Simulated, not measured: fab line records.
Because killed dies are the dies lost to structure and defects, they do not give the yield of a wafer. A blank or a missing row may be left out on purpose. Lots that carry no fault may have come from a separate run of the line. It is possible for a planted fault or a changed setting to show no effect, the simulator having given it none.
Matching of chambers ; flow n5-finfet ; N5_BEOL_M14_ETCH_68 on rie-diel-06 has 4 sister chambers
The step etches SOC in N2/H2, time 450 s. 4 wafers are shown with their chamber, then 7 later ones without.

EACH WAFER AND ITS CHAMBER
wafer;chamber;drypump-motor-current-A (A)
L083.1;0;5.3
L083.2;2;5.3
L088.3;1;5.9
L088.5;3;4.9

WAFERS WITHOUT THEIR CHAMBER
wafer;drypump-motor-current-A (A)
L088.6;5.9
L095.2;5.4
L095.4;5.0
L095.5;5.4
L096.3;5.0
L096.4;5.3
L096.5;5.0

CHAMBER TAKEN BY EACH
wafer;from the rows above;in truth
L088.6;1;1
L095.2;can't be placed: 0 or 2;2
L095.4;3;3
L095.5;can't be placed: 0 or 2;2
L096.3;3;3
L096.4;can't be placed: 0 or 2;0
L096.5;3;3
Correct placement for 4 of the 7. Not placeable from these rows: 3 (in 3, the candidates include the true chamber). 0 placed wrongly.
How it was worked out, from the rows above alone: a wafer's distance from a chamber is the root of the sum, over the readings, of the square of ((its reading less the chamber's mean) divided by the reading's scatter). If the next closest chamber is less than 2 further off than the closest, the wafer can't be placed; otherwise it belongs to the closest. A chamber's mean is the mean of its shown wafers. The scatter: root of mean squared gap, hidden wafer to nearest shown wafer, with one shown wafer a chamber.
